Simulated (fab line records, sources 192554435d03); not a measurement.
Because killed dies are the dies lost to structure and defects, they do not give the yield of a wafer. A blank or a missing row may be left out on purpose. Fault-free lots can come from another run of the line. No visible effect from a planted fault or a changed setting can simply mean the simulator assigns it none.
Matching of chambers / flow n5_finfet / rie_diel-03 running N5_HKMG_FIN_DESCUM_53: 4 sister chambers
The step chemistry O2, time 7.9 s. 8 wafers are shown with their chamber, then 11 later ones without.

== WAFERS PAIRED WITH THEIR CHAMBERS ==
wafer=L081.2; chamber=3; drypump_motor_current_A (A)=6.3; showerhead_plenum_p_Torr (Torr)=2.00
wafer=L081.5; chamber=3; drypump_motor_current_A (A)=6.4; showerhead_plenum_p_Torr (Torr)=2.00
wafer=L084.6; chamber=2; drypump_motor_current_A (A)=5.3; showerhead_plenum_p_Torr (Torr)=2.13
wafer=L085.3; chamber=2; drypump_motor_current_A (A)=5.3; showerhead_plenum_p_Torr (Torr)=2.12
wafer=L085.6; chamber=0; drypump_motor_current_A (A)=5.7; showerhead_plenum_p_Torr (Torr)=2.18
wafer=L086.3; chamber=0; drypump_motor_current_A (A)=5.7; showerhead_plenum_p_Torr (Torr)=2.18
wafer=L086.6; chamber=1; drypump_motor_current_A (A)=5.2; showerhead_plenum_p_Torr (Torr)=2.12
wafer=L087.1; chamber=1; drypump_motor_current_A (A)=5.2; showerhead_plenum_p_Torr (Torr)=2.12

== WAFERS MISSING THEIR CHAMBER ==
wafer=L087.3; drypump_motor_current_A (A)=5.3; showerhead_plenum_p_Torr (Torr)=2.12
wafer=L087.6; drypump_motor_current_A (A)=5.7; showerhead_plenum_p_Torr (Torr)=2.18
wafer=L092.3; drypump_motor_current_A (A)=5.3; showerhead_plenum_p_Torr (Torr)=2.12
wafer=L092.4; drypump_motor_current_A (A)=5.7; showerhead_plenum_p_Torr (Torr)=2.18
wafer=L092.6; drypump_motor_current_A (A)=5.7; showerhead_plenum_p_Torr (Torr)=2.18
wafer=L093.1; drypump_motor_current_A (A)=5.3; showerhead_plenum_p_Torr (Torr)=2.12
wafer=L093.2; drypump_motor_current_A (A)=6.3; showerhead_plenum_p_Torr (Torr)=1.99
wafer=L093.4; drypump_motor_current_A (A)=5.7; showerhead_plenum_p_Torr (Torr)=2.18
wafer=L097.2; drypump_motor_current_A (A)=6.4; showerhead_plenum_p_Torr (Torr)=1.99
wafer=L097.4; drypump_motor_current_A (A)=5.2; showerhead_plenum_p_Torr (Torr)=2.11
wafer=L097.5; drypump_motor_current_A (A)=6.4; showerhead_plenum_p_Torr (Torr)=1.99

== THE CHAMBER EACH PASSED THROUGH ==
wafer=L087.3; from the rows above=can't be placed: 2 or 1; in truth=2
wafer=L087.6; from the rows above=0; in truth=0
wafer=L092.3; from the rows above=can't be placed: 2 or 1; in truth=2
wafer=L092.4; from the rows above=0; in truth=0
wafer=L092.6; from the rows above=0; in truth=0
wafer=L093.1; from the rows above=can't be placed: 2 or 1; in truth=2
wafer=L093.2; from the rows above=3; in truth=3
wafer=L093.4; from the rows above=0; in truth=0
wafer=L097.2; from the rows above=3; in truth=3
wafer=L097.4; from the rows above=1; in truth=1
wafer=L097.5; from the rows above=3; in truth=3
Placed correctly: 8 of 11. Can't be placed from these rows: 3 (the true chamber is among the candidates in 3). Wrongly placed: 0.
How it was worked out, from the rows above alone: a wafer's distance from a chamber is the root of the sum, over the readings, of the square of ((its reading less the chamber's mean) divided by the reading's scatter). If the next closest chamber is less than 2 further off than the closest, the wafer can't be placed; otherwise it belongs to the closest. Each chamber's mean is taken over the wafers shown for it. The scatter: the root of (the sum of the squares of (reading less its chamber's mean) over the shown wafers, divided by (wafers less chambers)).
